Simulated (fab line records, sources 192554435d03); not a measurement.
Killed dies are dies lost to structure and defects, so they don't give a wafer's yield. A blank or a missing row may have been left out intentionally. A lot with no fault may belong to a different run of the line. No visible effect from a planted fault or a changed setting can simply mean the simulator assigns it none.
3 desks looking at one fault	flow n5_finfet	every desk sees just its own numbers, and what lay behind them comes last

THE DEFECT DESK
Counts from the inspections along the route, per lot, as means over the sampled wafers that have a number. Any lot whose mean is over 4 standard deviations away from the usual mean is out of limits and marked OUT; that distance is given in the brackets.
Columns: A = raw_defect_count at N5_BEOL_M10_INSPECT_30, usual 404
lot	first seen here	A
L530	day 12 00:59	369
L539	day 14 04:45	300
L541	day 14 12:58	323
L546	day 15 19:41	429
L549	day 16 08:34	440
L551	day 17 10:40	497
This desk's verdict: no lot among the 6 shows anything out of limits.

AT THE TOOL OWNER'S DESK: rie_diel-04
The tool's own readings at N5_BEOL_M10_VIA_ETCH_34 (etches SiCOH lowk in C4F6/O2, target depth 184.5 nm, time 69.2 s): means of the sampled wafers that have a number, for each lot that ran on this tool. Any lot whose mean is over 4 standard deviations away from the usual mean is out of limits and marked OUT; that distance is given in the brackets. It has 10 readings, of which 7 appear: the earliest out of limits, and the ones furthest out on some lot.
Columns: A = oes_ar_750_au at N5_BEOL_M10_VIA_ETCH_34, usual 0.81 a.u.; B = oes_f_703_au at N5_BEOL_M10_VIA_ETCH_34, usual 0.81 a.u.; C = oes_o_777_au at N5_BEOL_M10_VIA_ETCH_34, usual 0.81 a.u.; D = oes_product_au at N5_BEOL_M10_VIA_ETCH_34, usual 0.82 a.u.; E = rf_fwd_power_W at N5_BEOL_M10_VIA_ETCH_34, usual 341.7 W; F = rf_vpp_V at N5_BEOL_M10_VIA_ETCH_34, usual 669 V; G = showerhead_plenum_p_Torr at N5_BEOL_M10_VIA_ETCH_34, usual 2.90 Torr
lot	first seen here	A	B	C	D	E	F	G
L530	day 12 01:14	0.86	0.85	0.86	0.87	341.4	673	2.93
L539	day 14 05:01	0.70	0.58 (-4.2) OUT	0.61	0.76	259.7 (-63) OUT	769 (+14) OUT	2.88
L541	day 14 13:13	0.74	0.61	0.64	0.81	260.3 (-63) OUT	770 (+14) OUT	3.00
This desk's finding: out of limits on L539, L541; first on L539, day 14 05:01 (oes_f_703_au at N5_BEOL_M10_VIA_ETCH_34). In limits: L530.

AT THE METROLOGY DESK
What the gauges read for every lot (on any tool): the sampled wafers with a number, averaged. Any lot whose mean is over 4 standard deviations away from the usual mean is out of limits and marked OUT; that distance is given in the brackets.
Columns: A = cd_nm at N5_BEOL_M10_CD_MEAS_28, usual 70.0 nm; B = V9_OVL at N5_BEOL_M10_OVL_MEAS_29, usual 0.3 nm
lot	first seen here	A	B
L530	day 12 00:56	69.8	-0.5
L539	day 14 04:41	69.6	1.1
L541	day 14 12:55	69.5	-0.2
L546	day 15 19:37	70.8	-0.6
L549	day 16 08:31	70.1	0.2
L551	day 17 10:37	70.8	-0.2
This desk's verdict: no lot among the 6 shows anything out of limits.

TAKEN TOGETHER
On L539, L541, at day 14 05:01, an alarm was possible from the tool owner's desk.
Nothing out of limits was seen by the defect desk.
At the metrology desk, nothing out of limits was observed.
The defect desk has L539, L541 on record, within its limits.
The metrology desk has L539, L541 on record, within its limits.
N5_BEOL_M10_VIA_ETCH_34 was run on rie_diel-04 by each of the lots named.

WHAT THE SIMULATOR PUT IN
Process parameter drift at N5_BEOL_M10_VIA_ETCH_34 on rie_diel-04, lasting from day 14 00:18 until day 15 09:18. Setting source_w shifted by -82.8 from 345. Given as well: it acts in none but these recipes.
Lots struck among those shown: L539, L541.
Each desk's first reading out of limits, in hours after the fault started: the tool owner's desk, 5.
